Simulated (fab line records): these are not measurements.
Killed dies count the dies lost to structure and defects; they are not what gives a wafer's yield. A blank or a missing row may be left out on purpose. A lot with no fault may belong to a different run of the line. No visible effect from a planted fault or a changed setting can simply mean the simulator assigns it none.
fab line records	flow nandHarc
[record] lots = 5	wafers = 15	lastDay = 32
route steps=1302 shown A_CHANNEL_HOLE_D1@489 A_CHANNEL_FILL_D1@490
lots that met no fault: from a run of the same line without faults
startH: hours from the record's opening day to when the first of the lot's shown wafers began	waitH: hours since the lot's step before	" as in the row above	L1.1+2: a row that stands for several wafers	- no value, or no start was given	* or withheld: withheld	< > ~ a bound
route shown NAME@n: names a module that has steps shown in the file, with the first one's number in the route	usual: mean/standard deviation of fault-free wafers	same: alike in all rows	chamber/n: place in a boat	sites: readings site by site	_std_site: the standard deviation of these	_edge_site: outer sites' mean less inner sites'	radiusMm: how far each site lies from the wafer's centre	mask NAME#n: copy n	behind: the last tool/chamber to shape the wafer	hold: why the lot went on hold/how many hours it stayed there/how the hold came to an end	device: which transistor (n, p or np) failed to switch	end of line: tests of these same wafers at the route's end	for a step that has no rows: nothing shown but its recipe	killed: dies lost to structure and defects at the first sort, not the wafer's yield	map: the dies of a wafer, with x for killed, . for not killed, _ for no die there
set.NAME: the setting the step ran with; set.NAME@STEP: the setting that earlier step ran with	model.NAME: the simulator's own value behind a step, which no gauge read
certain route steps with their lots: each step a table, each wafer a row
services: when a tool's chamber went out of use (startH, in hours from the record's first day, below 0 if earlier), for how many hours, and the reason
[[steps]]
[step NHARC_A_CHANNEL_HOLE_D1_INSPECT_40]
[usual] rawDefectCount = 69/24
lot.wafer	tool	chamber	startH	waitH	rawDefectCount
L080.1	defectInspect-01	-	245.87	-	66
L080.2	"	-	"	"	71
L080.3	"	-	"	"	66
L090.1	defectInspect-02	-	356.03	-	51
L090.2	"	-	"	"	37
L090.4	"	-	"	"	53
L093.2	defectInspect-02	-	372.31	-	84
L093.3	"	-	"	"	117
L093.6	"	-	"	"	99
L094.2	defectInspect-02	-	386.33	-	63
L094.4	"	-	"	"	64
L094.6	"	-	"	"	56
L096.2	defectInspect-02	-	408.07	-	83
L096.3	"	-	"	"	58
L096.6	"	-	"	"	84
[step NHARC_A_CHANNEL_FILL_D1_PRECLEAN_00]
[recipe] timeS = *	tempC = 50	bathAgeMin = 0	chemistry = SC1
[usual] sc1H2o2EndMolL = 0.3698/0.00062
[same] bathAgeMin = 0
lot.wafer	tool	chamber	startH	waitH	sc1H2o2EndMolL
L080.2	wetBench-07	1	245.92	0.1	0.3702
L080.1	"	2	"	"	0.3695
L080.3	"	4	"	"	0.3704
L090.1	wetBench-07	4	356.08	0.1	0.3700
L090.2	"	6	"	"	0.3694
L090.4	"	7	"	"	0.3694
L093.3	wetBench-09	1	372.36	0.0	0.3699
L093.2	"	5	"	"	0.3704
L093.6	"	6	"	"	0.3691
L094.4	wetBench-09	7	386.38	0.0	0.3688
L094.2	"	1	"	"	0.3701
L094.6	"	4	"	"	0.3696
L096.6	wetBench-09	2	408.12	0.1	0.3703
L096.2	"	3	"	"	0.3695
L096.3	"	4	"	"	0.3702
[step NHARC_A_CHANNEL_FILL_D1_SRD_01]
lot.wafer	tool	chamber	startH	waitH
L080.2+1+3	wetBench-07	1,2,4	-	-
L090.1+2+4	wetBench-07	4,6,7	-	-
L093.3+2+6	wetBench-09	1,5,6	-	-
L094.4+2+6	wetBench-09	7,1,4	-	-
L096.6+2+3	wetBench-09	2,3,4	-	-
[step NHARC_A_CHANNEL_FILL_D1_ALD_02]
[recipe] targetThkA = 60	pulseTimeS = 10	aldCycles = 60	tempC = 300	material = SiO2
[usual] heaterPowerW = 447/39	precursorPulseHeightRel = 1.000/0.019
lot.wafer	tool	chamber	startH	waitH	heaterPowerW	precursorPulseHeightRel
L080.2	aldHk-01	1	246.06	-	367	1.035
L080.1	"	2	"	"	432	1.023
L080.3	"	3	"	"	446	0.990
L090.4	aldHk-01	0	356.30	-	463	1.010
L090.1	"	1	"	"	398	1.001
L090.2	"	2	"	"	413	0.983
L093.3	aldHk-02	1	372.50	-	505	1.005
L093.2	"	3	"	"	498	0.995
L093.6	"	1	"	"	499	1.025
L094.2	aldHk-03	1	386.52	-	460	1.027
L094.4	"	3	"	"	381	0.974
L094.6	"	2	"	"	467	1.032
L096.3	aldHk-01	0	408.33	-	465	1.010
L096.2	"	2	"	"	420	0.969
L096.6	"	0	"	"	447	1.002
[step NHARC_A_CHANNEL_FILL_D1_ALD_03]
[recipe] targetThkA = 60	pulseTimeS = 60	aldCycles = 58	tempC = 630	pressureTorr = 2	material = SiNx
[usual] precursorPulseHeightRel = 0.999/0.021
lot.wafer	tool	chamber	startH	waitH	precursorPulseHeightRel
L080.1	aldSinBatch-03	0	-	-	0.998
L080.2	"	0	"	"	1.023
L080.3	"	0	"	"	0.995
L090.1	aldSinBatch-03	0	-	-	0.979
L090.2	"	0	"	"	1.035
L090.4	"	0	"	"	1.007
L093.2	aldSinBatch-02	0	-	-	1.020
L093.3	"	0	"	"	1.011
L093.6	"	0	"	"	0.996
L094.2	aldSinBatch-01	0	-	-	0.984
L094.4	"	0	"	"	1.007
L094.6	"	0	"	"	1.000
L096.2	aldSinBatch-02	0	-	-	1.034
L096.3	"	0	"	"	0.993
L096.6	"	0	"	"	1.015
[step NHARC_A_CHANNEL_FILL_D1_ALD_14]
[recipe] targetThkA = 25	pulseTimeS = 10	aldCycles = 25	tempC = 300	material = SiO2
[usual] heaterPowerW = 444/37	precursorPulseHeightRel = 0.997/0.021
lot.wafer	tool	chamber	startH	waitH	heaterPowerW	precursorPulseHeightRel
L080.2	aldHk-02	3	253.06	0.0	510	1.021
L080.1	"	1	"	"	475	0.997
L080.3	"	2	"	"	412	1.018
L090.1	aldHk-03	0	361.73	0.0	465	1.023
L090.4	"	1	"	"	450	0.990
L090.2	"	3	"	"	403	0.966
L093.2	aldHk-02	1	379.49	0.0	498	1.012
L093.3	"	2	"	"	419	0.997
L093.6	"	2	"	"	423	1.021
L094.4	aldHk-01	0	393.71	0.2	450	0.966
L094.2	"	1	"	"	393	0.982
L094.6	"	0	"	"	465	0.964
L096.3	aldHk-01	1	413.27	0.0	397	0.990
L096.2	"	0	"	"	456	1.009
L096.6	"	1	"	"	382	0.966
[step NHARC_A_CHANNEL_FILL_D1_ALD_15]
[recipe] targetThkA = 20	pulseTimeS = 60	aldCycles = 19	tempC = 630	pressureTorr = 2	material = SiNx
[usual] precursorPulseHeightRel = 0.997/0.02
lot.wafer	tool	chamber	startH	waitH	precursorPulseHeightRel
L080.1	aldSinBatch-01	0	-	-	1.028
L080.2	"	0	"	"	0.989
L080.3	"	0	"	"	0.993
L090.1	aldSinBatch-03	0	-	-	1.001
L090.2	"	0	"	"	0.985
L090.4	"	0	"	"	1.012
L093.2	aldSinBatch-01	0	-	-	0.988
L093.3	"	0	"	"	1.013
L093.6	"	0	"	"	0.994
L094.2	aldSinBatch-03	0	-	-	0.991
L094.4	"	0	"	"	1.036
L094.6	"	0	"	"	0.993
L096.2	aldSinBatch-02	0	-	-	0.990
L096.3	"	0	"	"	0.951
L096.6	"	0	"	"	1.037
[step NHARC_A_CHANNEL_FILL_D1_ALD_16]
[recipe] targetThkA = 15	pulseTimeS = 10	aldCycles = 15	tempC = 300	material = SiO2
[usual] heaterPowerW = 445/37	precursorPulseHeightRel = 0.999/0.02
lot.wafer	tool	chamber	startH	waitH	heaterPowerW	precursorPulseHeightRel
L080.2	aldHk-03	1	258.20	0.0	454	0.967
L080.1	"	3	"	"	380	0.990
L080.3	"	0	"	"	447	0.965
L090.2	aldHk-02	2	367.10	0.2	429	0.991
L090.1	"	3	"	"	481	0.998
L090.4	"	0	"	"	507	1.008
L093.3	aldHk-01	2	384.67	0.0	410	0.968
L093.2	"	0	"	"	459	0.987
L093.6	"	3	"	"	416	1.003
L094.4	aldHk-02	2	398.86	0.0	424	0.991
L094.2	"	0	"	"	507	0.991
L094.6	"	2	"	"	425	1.009
L096.3	aldHk-01	2	418.67	0.3	427	0.989
L096.2	"	3	"	"	415	1.013
L096.6	"	0	"	"	466	1.019
[step NHARC_A_CHANNEL_FILL_D1_ANNEAL_17]
[recipe] tempC = 850	timeS = 1800
lot.wafer	tool	chamber	startH	waitH
L080.1+2+3	furnace-04	0	261.44	-
L090.1+2+4	furnace-04	0	370.15	-
L093.2+3+6	furnace-01	0	387.99	-
L094.2+4+6	furnace-04	0	402.10	-
L096.2+3+6	furnace-04	0	421.70	-
[step NHARC_A_CHANNEL_FILL_D1_CVD_18]
[recipe] targetThkA = 30	tempC = 550	material = poly-Si
lot.wafer	tool	chamber	startH	waitH
L080.1+2+3	lpcvdPoly-02	0	267.90	-
L090.1+2+4	lpcvdPoly-02	0	376.59	-
L093.2+3+6	lpcvdPoly-04	0	394.59	-
L094.2+4+6	lpcvdPoly-02	0	409.53	-
L096.2+3+6	lpcvdPoly-02	0	428.12	-
[step NHARC_A_CHANNEL_FILL_D1_ETCHBACK_19]
[recipe] targetDepthA = 50	timeS = 1.7	hbrFlowSccm = 150	cl2FlowSccm = 50	rfW = 400	icpW = 400	biasW = 100	chemistry = HBr/Cl2
[usual] chamberPressureMTorr = 15.000/0.014	drypumpMotorCurrentA = 5.4/0.36	mfcCl2Sccm = 50.03/0.16	oesProductAu = 1.007/0.014	throttleValvePct = 26.406/0.0088
lot.wafer	tool	chamber	startH	waitH	chamberPressureMTorr	drypumpMotorCurrentA	mfcCl2Sccm	oesProductAu	rfHoursCounterH	throttleValvePct
L080.3	rieSi-03	3	270.01	0.4	15.023	5.5	50.07	0.992	0.2	26.422
L080.2	"	0	"	"	15.011	5.6	49.98	1.027	0.2	26.396
L080.1	"	1	"	"	14.991	5.3	49.84	1.011	0.2	26.421
L090.1	rieSi-03	1	378.67	0.4	14.980	5.4	49.97	1.018	0.7	26.415
L090.2	"	3	"	"	14.986	5.4	50.12	1.014	0.7	26.384
L090.4	"	0	"	"	15.009	5.6	49.93	1.002	0.7	26.410
L093.2	rieSi-03	2	396.64	0.4	15.001	5.1	50.26	1.021	0.9	26.404
L093.3	"	0	"	"	15.016	5.5	50.02	1.004	0.7	26.411
L093.6	"	3	"	"	15.003	5.4	50.17	1.006	-	26.410
L094.2	rieSi-01	0	411.60	0.4	14.992	5.7	50.00	1.000	0.1	26.422
L094.4	"	1	"	"	14.986	5.0	49.75	0.983	0.1	26.402
L094.6	"	0	"	"	15.016	5.7	50.06	0.995	-	26.409
L096.2	rieSi-01	1	430.24	0.4	15.004	5.0	50.29	0.984	0.2	26.403
L096.3	"	3	"	"	14.999	5.2	49.86	1.006	0.2	26.415
L096.6	"	0	"	"	14.993	5.7	49.65	0.986	-	26.395
[step NHARC_A_CHANNEL_FILL_D1_ETCHBACK_20]
[recipe] targetDepthA = 270	timeS = 13.5	c4f8FlowSccm = withheld	o2FlowSccm = 8	arFlowSccm = withheld	rfW = 600	biasW = 1500	chemistry = C4F8/O2/Ar
[usual] chamberPressureMTorr = 25.000/0.024	oesProductAu = 0.96/0.038	rfVppV = 979/5.1
lot.wafer	tool	chamber	startH	waitH	chamberPressureMTorr	oesProductAu	rfHoursCounterH	rfVppV
L080.3	rieDiel-06	2	270.12	-	25.013	0.92	7.3	971
L080.2	"	3	"	"	24.995	0.91	7.1	983
L080.1	"	1	"	"	25.033	0.92	7.8	978
L090.2	rieDiel-07	2	378.80	-	24.983	1.00	3.5	983
L090.1	"	3	"	"	25.025	0.98	4.3	977
L090.4	"	1	"	"	24.985	0.99	3.8	971
L093.2	rieDiel-06	1	396.80	-	25.008	0.93	3.7	977
L093.3	"	3	"	"	25.016	0.93	4.4	983
L093.6	"	1	"	"	25.017	0.93	-	977
L094.2	rieDiel-06	1	411.73	-	24.977	0.92	4.4	978
L094.4	"	2	"	"	24.999	0.93	5.2	972
L094.6	"	1	"	"	25.006	0.94	-	977
L096.2	rieDiel-07	0	430.39	-	24.968	0.92	7.3	979
L096.3	"	1	"	"	25.005	0.93	6.3	971
L096.6	"	1	"	"	25.022	0.93	-	970
[step NHARC_A_CHANNEL_FILL_D1_STRIP_28]
[recipe] timeS = 20	o2FlowSccm = 500	arFlowSccm = 0	biasW = 0	chemistry = O2
[usual] chamberPressureMTorr = 60.00/0.049	drypumpMotorCurrentA = 6.0/0.31	mfcArSccm = 0.008/0.0086	oesProductAu = 1.003/0.013	rfVppV = 57.9/0.84	showerheadPlenumPTorr = 3.54/0.12	throttleValvePct = 17.036/0.009
lot.wafer	tool	chamber	startH	waitH	chamberPressureMTorr	drypumpMotorCurrentA	mfcArSccm	oesProductAu	rfHoursCounterH	rfVppV	showerheadPlenumPTorr	throttleValvePct
L080.2	rieDiel-06	0	270.21	0.1	59.98	6.0	0.022	0.990	5.4	57.5	3.57	17.041
L080.3	"	2	"	"	59.90	6.3	0.021	0.985	7.3	58.8	3.34	17.028
L080.1	"	3	"	"	59.96	6.2	0	0.996	7.2	59.0	3.63	17.051
L090.4	rieDiel-07	3	378.89	0.1	60.03	5.4	0	0.987	4.3	57.0	3.55	17.028
L090.1	"	0	"	"	60.00	5.9	0	0.999	4.6	57.7	3.53	17.040
L090.2	"	1	"	"	60.06	6.2	0.010	0.988	3.8	58.5	3.35	17.023
L093.3	rieDiel-06	2	396.89	0.1	59.95	6.2	0.021	0.999	4.5	58.5	3.34	17.028
L093.2	"	1	"	"	60.00	6.2	0.006	1.012	3.7	57.6	3.49	17.030
L093.6	"	3	"	"	60.05	6.3	0	0.993	-	58.0	3.63	17.033
L094.2	rieDiel-06	2	411.82	0.1	60.03	6.3	0.021	1.002	5.2	58.4	3.34	17.047
L094.4	"	0	"	"	59.88	6.0	0.022	0.998	4.2	59.2	3.57	17.051
L094.6	"	3	"	"	59.92	6.3	0	0.988	-	58.9	3.63	17.063
L096.3	rieDiel-07	2	430.48	0.1	60.10	6.5	0.018	1.003	6.3	58.4	3.70	17.032
L096.2	"	0	"	"	60.01	6.0	0	0.997	7.3	57.4	3.53	17.045
L096.6	"	2	"	"	60.07	6.5	0.018	1.003	-	58.1	3.70	17.024
[step NHARC_A_CHANNEL_FILL_D1_PRECLEAN_21]
[recipe] timeS = 30	chemistry = dHF
lot.wafer	tool	chamber	startH	waitH
L080.2+1+3	wetBench-07	7,1,2	270.31	-
L090.1+4+2	wetBench-07	7,0,4	378.99	-
L093.6+3+2	wetBench-09	7,0,2	396.99	-
L094.6+2+4	wetBench-09	2,4,5	411.92	-
L096.6+2+3	wetBench-09	3,4,6	430.59	-
[step NHARC_A_CHANNEL_FILL_D1_SRD_23]
lot.wafer	tool	chamber	startH	waitH
L080.2+1+3	wetBench-07	7,1,2	270.34	0.0
L090.1+4+2	wetBench-07	7,0,4	379.01	0.0
L093.6+3+2	wetBench-09	7,0,2	397.01	0.0
L094.6+2+4	wetBench-09	2,4,5	411.94	0.0
L096.6+2+3	wetBench-09	3,4,6	430.62	0.0
[step NHARC_A_CHANNEL_FILL_D1_CVD_05]
[recipe] targetThkA = 50	tempC = 550	material = poly-Si
lot.wafer	tool	chamber	startH	waitH
L080.1+2+3	lpcvdPoly-04	0	272.79	2.4
L090.1+2+4	lpcvdPoly-02	0	381.28	2.3
L093.2+3+6	lpcvdPoly-04	0	399.46	2.4
L094.2+4+6	lpcvdPoly-01	0	414.29	2.3
L096.2+3+6	lpcvdPoly-01	0	432.91	2.3
[step NHARC_A_CHANNEL_FILL_D1_ANNEAL_22]
[recipe] tempC = 620	timeS = 7200
lot.wafer	tool	chamber	startH	waitH
L080.1+2+3	furnace-04	0	277.98	3.3
L090.1+2+4	furnace-04	0	386.45	3.3
L093.2+3+6	furnace-01	0	404.74	3.4
L094.2+4+6	furnace-08	0	419.63	3.5
L096.2+3+6	furnace-04	0	438.07	3.3
[[services]]
tool	chamber	startH	hours	kind
aldSinBatch-02	-	266.00	26.0	pm
rieDiel-06	-	279.08	1.6	repair
rieSi-03	2	292.45	3.9	repair
rieDiel-07	-	294.27	9.0	pm
aldHk-01	-	300.83	10.0	pm
rieSi-03	3	301.55	3.8	repair
rieDiel-06	-	307.22	9.0	pm
rieSi-01	-	314.30	0.4	repair
rieSi-01	1	315.39	3.3	repair
wetBench-07	-	336.00	8.0	pm
rieSi-01	1	336.68	1.3	repair
aldHk-02	-	351.38	10.0	pm
wetBench-09	-	352.80	8.0	pm
rieDiel-06	0	365.45	3.4	repair
rieSi-03	-	368.33	0.4	repair
rieSi-01	-	370.00	9.0	pm
rieSi-03	-	390.82	0.3	repair
rieSi-03	1	392.24	18.7	repair
rieDiel-07	0	393.57	3.6	repair
rieSi-03	-	398.00	9.0	pm
rieDiel-07	3	426.03	10.1	repair
rieSi-01	2	429.87	6.6	repair
rieDiel-06	3	433.75	5.8	repair
rieDiel-07	1	437.13	12.1	repair
[[key]]
fault none
